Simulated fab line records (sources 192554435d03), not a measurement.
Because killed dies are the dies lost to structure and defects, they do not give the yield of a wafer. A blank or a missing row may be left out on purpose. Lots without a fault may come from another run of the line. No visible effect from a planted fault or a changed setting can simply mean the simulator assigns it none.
A struck lot beside a sound one	flow n5_finfet	29 steps out of a route of 1938
Sound: wafers L880.1, L880.5, L880.6. Struck: wafer L878.6 (L878.1, L878.2, from the same lot, were not struck and are left out); the cause is given at the end.
Order at every step that has rows: each side's tool, ch and its chambers, its first start. Under that, the readings that differ: sound wafers	struck wafers	difference of the means	sigmas: that difference in standard deviations of wafers without a fault.
alike: readings with means less than 2 such deviations apart, plus words and numbers identical on both sides. not compared: withheld readings, readings lacking a value on some wafer, bounds such as >300 that could conceal the same value, and numbers that have no deviation in the record and whose values overlap.
Wherever a step has rows on one side only, a row that says differs or no value, or a row with sigmas, the two part there. Numbers that have no deviation but don't overlap get no sigmas and don't part them. A reading missing from all wafers of one side parts the sides only when that side holds two or more wafers.

first, 8 steps without rows for these wafers: N5_MOL_CONTACT_COAG_ANNEAL_112 (time 1800 s); N5_BEOL_M0_SAQP_PECVD_00 (deposits SiCN from 3MS/NH3, target thk 8 nm, time 14 s); N5_BEOL_M0_SAQP_ILD_DEP_01 (deposits SiOC from DEMS/O2, target thk 45.419 nm, time 8.7 s); N5_BEOL_M0_SAQP_HM_DEP_02 (deposits TiN, target thk 12 nm); N5_BEOL_M0_SAQP_PECVD_03 (deposits SiCN from 3MS/NH3, target thk 12 nm, time 21.1 s); N5_BEOL_M0_SAQP_PECVD_96 (deposits a-Si from SiH4/He, target thk 45 nm, time 45.2 s); N5_BEOL_M0_SAQP_PECVD_97 (deposits SiNx from SiH4/NH3/N2, target thk 23 nm, time 19.9 s); N5_BEOL_M0_SAQP_PECVD_04 (deposits a-Si from SiH4/He, target thk 60 nm, time 60.2 s).
N5_BEOL_M0_SAQP_HM_DEP_111: deposits SiO2 from SiH4/N2O, target thk 12 nm, time 7.2 s.
  sound on pecvd-04 ch 1,2, day 11 01:07; struck on pecvd-03 ch 2, day 10 12:04
reading	sound	struck	difference	sigmas
model.SiO2_of_BEOL_M0_SAQP_HM_DEP_111.thk_nm (nm)	11.8 11.8 12.2	19.2	+7.3	
  alike: heater_power_w, showerhead_plenum_p_Torr
then, 12 steps without rows for these wafers: N5_BEOL_M0_SAQP_COAT_81 (time 60 s, resist thk 100 nm); N5_BEOL_M0_SAQP_COAT_82 (time 60 s, resist thk 30 nm); N5_BEOL_M0_SAQP_COAT_08 (resist thk 90 nm); N5_BEOL_M0_SAQP_EBR_10; N5_BEOL_M0_SAQP_SOFTBAKE_09 (time 60 s); N5_BEOL_M0_SAQP_EXPOSE_11 (exposes mask M0 CORE, target cd 42 nm); N5_BEOL_M0_SAQP_PEB_12 (peb time 60 s); N5_BEOL_M0_SAQP_DEVELOP_13 (develop time 30 s); N5_BEOL_M0_SAQP_DESCUM_19 (chemistry O2, time 7.9 s); N5_BEOL_M0_SAQP_ETCH_83 (etches SiARC in CF4, target depth 39 nm, time 65 s); N5_BEOL_M0_SAQP_ETCH_84 (etches SOC in N2/H2, target depth 100 nm, overetch 20 nm, time 150 s); N5_BEOL_M0_SAQP_STRIP_80 (strips in N2/H2).
N5_BEOL_M0_SAQP_HM_OPEN_112: chemistry CHF3/O2, target SiO2, stops on a-Si, target depth 12 nm, time 13.5 s.
  sound on rie_diel-01 ch 0,2, day 11 01:50; struck on rie_diel-01 ch 1, day 10 12:48
reading	sound	struck	difference	sigmas
drypump_motor_current_A (A)	6.3 5.9 6.4	5.4	-0.8	-2
model.etch.depth_nm (nm)	11.75 11.87 12.12	19.27	+7.36	
  alike: CHF3_flow_sccm, oes_o_777_au, oes_product_au, rf_vpp_V, showerhead_plenum_p_Torr, throttle_valve_pct
  not compared: rf_hours_counter_h
then, 3 steps without rows for these wafers: N5_BEOL_M0_SAQP_STRIP_113 (strips in CHF3/O2); N5_BEOL_M0_SAQP_MANDREL_ETCH_20 (etches a-Si in HBr/Cl2, stops on SiNx, target depth 60 nm, bt time 10 s, time 30 s); N5_BEOL_M0_SAQP_STRIP_86 (strips in N2/H2).
N5_BEOL_M0_SAQP_STRIP_115: strips in post etch residue remover, time 60 s.
  sound on wet_bench-02 ch 3,6,7, day 11 02:05; struck on wet_bench-02 ch 5, day 10 13:10
reading	sound	struck	difference	sigmas
model.SiO2_of_BEOL_M0_SAQP_HM_DEP_111.thk_nm (nm)	11.6 11.8 12	19.2	+7.4	
then, 1 step without rows for these wafers: N5_BEOL_M0_SAQP_SRD_93 (time 30 s).
-- a jump in the record: the struck wafers' starts before and after are 3 days apart (it breaks off in module BEOL_M0_SAQP and resumes in module BEOL_M4, where the first step shown is number 1111 of the route) --
N5_BEOL_M4_RC_MEAS_101:
  sound on prober-01 ch 0, day 13 16:06; struck on prober-01 ch 0, day 13 14:11
reading	sound	struck	difference	sigmas
DIBL_N (mV/V)	37.3 36.3 37.2	32.7	-4.2	-3
SS_N (mV/dec)	71.5 71.8 71.8	69.8	-1.9	-3
SS_P (mV/dec)	73.8 73.6 73.8	72.1	-1.6	-2
VT_P (mV)	-251 -254 -251	-260	-8	-2
  alike: DIBL_P, IOFF_N, IOFF_P, ION_N, ION_P, VT_N
N5_PASSIVATION_PROBE_49:
  rows exist in the record for the sound wafers here (prober-01, day 18 08:38), none for the struck ones

WHERE THEY PART
At N5_BEOL_M0_SAQP_HM_OPEN_112 first; at N5_PASSIVATION_PROBE_49 last (within this record only).

WHY: what the simulator had put in
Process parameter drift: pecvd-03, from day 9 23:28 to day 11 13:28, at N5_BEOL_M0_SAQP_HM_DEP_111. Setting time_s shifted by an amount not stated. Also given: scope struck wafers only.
